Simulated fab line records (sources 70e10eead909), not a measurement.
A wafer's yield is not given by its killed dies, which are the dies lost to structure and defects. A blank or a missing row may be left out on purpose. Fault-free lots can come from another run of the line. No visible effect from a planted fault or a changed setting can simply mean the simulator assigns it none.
Struck lot and sound lot, side by side | flow nand_harc | 15 out of 1302 route steps
Sound: these wafers, L748.2, L748.4, L748.6. Struck: wafers L759.1, L759.2, L759.5. The cause comes at the end.
At each step with rows: each side's tool, then ch and its chambers, then its first start. Under that, the readings that differ: sound wafers | struck wafers | difference of the means | sigmas: that difference in standard deviations of wafers without a fault.
alike: readings with means less than 2 such deviations apart, plus words and numbers identical on both sides. not compared: withheld readings, readings lacking a value on some wafer, bounds such as >300 that could conceal the same value, and numbers that have no deviation in the record and whose values overlap.
A row with sigmas, a row that says differs or no value, or rows on one side alone: a step with any of these is where the two part. Numbers that don't overlap but have no deviation are shown without sigmas and don't part them. Lack of a reading on every wafer of one side parts them only where that side has two or more wafers.

first, 3 steps without rows for these wafers: NHARC_A_CHANNEL_HOLE_D2_STRIP_41 (strips in N2/H2); NHARC_A_CHANNEL_HOLE_D2_STRIP_42 (strips in CF4/CHF3); NHARC_A_CHANNEL_HOLE_D2_STRIP_43 (strips in O2/COS).
NHARC_A_CHANNEL_HOLE_D2_ETCH_44: etches the open film in CF4/O2, target depth 140 nm, overetch 14 nm, time 77 s.
  sound on rie_diel-02 ch 0,2, day 14 08:01; struck on rie_diel-08 ch 2,3, day 19 06:43
  alike: cf4_flow_sccm, drypump_motor_current_A, o2_flow_sccm, oes_product_au, rf_vpp_V, showerhead_plenum_p_Torr, throttle_valve_pct
  not compared: rf_hours_counter_h
NHARC_A_CHANNEL_HOLE_D2_STRIP_28: strips in O2.
  sound on rie_diel-02 ch 0,2,3; struck on rie_diel-08 ch 0,2,3
  alike: drypump_motor_current_A, o2_flow_sccm, oes_product_au, rf_vpp_V, showerhead_plenum_p_Torr, throttle_valve_pct
  not compared: rf_hours_counter_h
then, 2 steps without rows for these wafers: NHARC_A_CHANNEL_HOLE_D2_PRECLEAN_29 (cleans in SC1); NHARC_A_CHANNEL_HOLE_D2_SRD_30.
NHARC_A_CHANNEL_HOLE_D2_CD_MEAS_31:
  sound on cd_sem-02 at day 14 08:49; struck on cd_sem-02 at day 19 07:30
  alike: cd_nm
NHARC_A_CHANNEL_HOLE_D2_XSEM_32:
  sound on xsem-01 ch 0, day 14 08:54; struck on xsem-02 ch 0, day 19 07:36
  reading        | sound          | struck         | difference | sigmas
  bot_cd_nm (nm) | 79.2 77.3 79.8 | 73.5 76.0 73.4 | -4.5       | -2
  alike: bow_nm, tilt_deg
NHARC_A_CHANNEL_HOLE_D2_INSPECT_40:
  sound on defect_inspect-01 at day 14 08:59; struck on defect_inspect-01 at day 19 07:41
  alike: raw_defect_count
then, 2 steps without rows for these wafers: NHARC_A_CHANNEL_FILL_D2_PRECLEAN_00 (cleans in SC1); NHARC_A_CHANNEL_FILL_D2_SRD_01.
NHARC_A_CHANNEL_FILL_D2_ALD_02: deposits SiO2, target thk 6 nm, pulse time 10 s, ald cycles 60.
  sound on ald_hk-04 ch 0,1, day 14 09:11; struck on ald_hk-02 ch 0,1,3, day 19 08:02
  reading              | sound                | struck               | difference | sigmas
  susceptor_temp_C (C) | 299.95 300.09 300.22 | 290.44 290.73 290.83 | -9.42      | -45
  alike: heater_power_w, precursor_pulse_height_rel
  not compared: since_wet_clean_h
NHARC_A_CHANNEL_FILL_D2_ALD_03: deposits SiNx, target thk 6 nm, pulse time 60 s, ald cycles 58.
  sound on ald_sin_batch-01 ch 0; struck on ald_sin_batch-03 ch 0
  reading              | sound                | struck | difference                    | sigmas
  susceptor_temp_C (C) | 630.03 630.50 629.95 | - - -  | no value on the struck wafers |
  alike: precursor_pulse_height_rel
-- jump in the record: it breaks off in module A_CHANNEL_FILL_D2 and resumes in module END (first step shown: number 1302 of the route), and 11 days separate the struck wafers' starts before and after --
NHARC_END_SORT_01:
  sound on prober-02 ch 0, day 25 01:34; struck on prober-01 ch 0, day 30 09:49
  alike: killed_at_array, killed_at_other, killed_at_periphery, killed_dies, killed_open, killed_short

== WHERE THEY PART ==
First at NHARC_A_CHANNEL_HOLE_D2_XSEM_32; last, within this record, at NHARC_A_CHANNEL_FILL_D2_ALD_03. Later steps at which nothing parts them and some readings are alike: NHARC_END_SORT_01.

WHY: whatever the simulator had introduced
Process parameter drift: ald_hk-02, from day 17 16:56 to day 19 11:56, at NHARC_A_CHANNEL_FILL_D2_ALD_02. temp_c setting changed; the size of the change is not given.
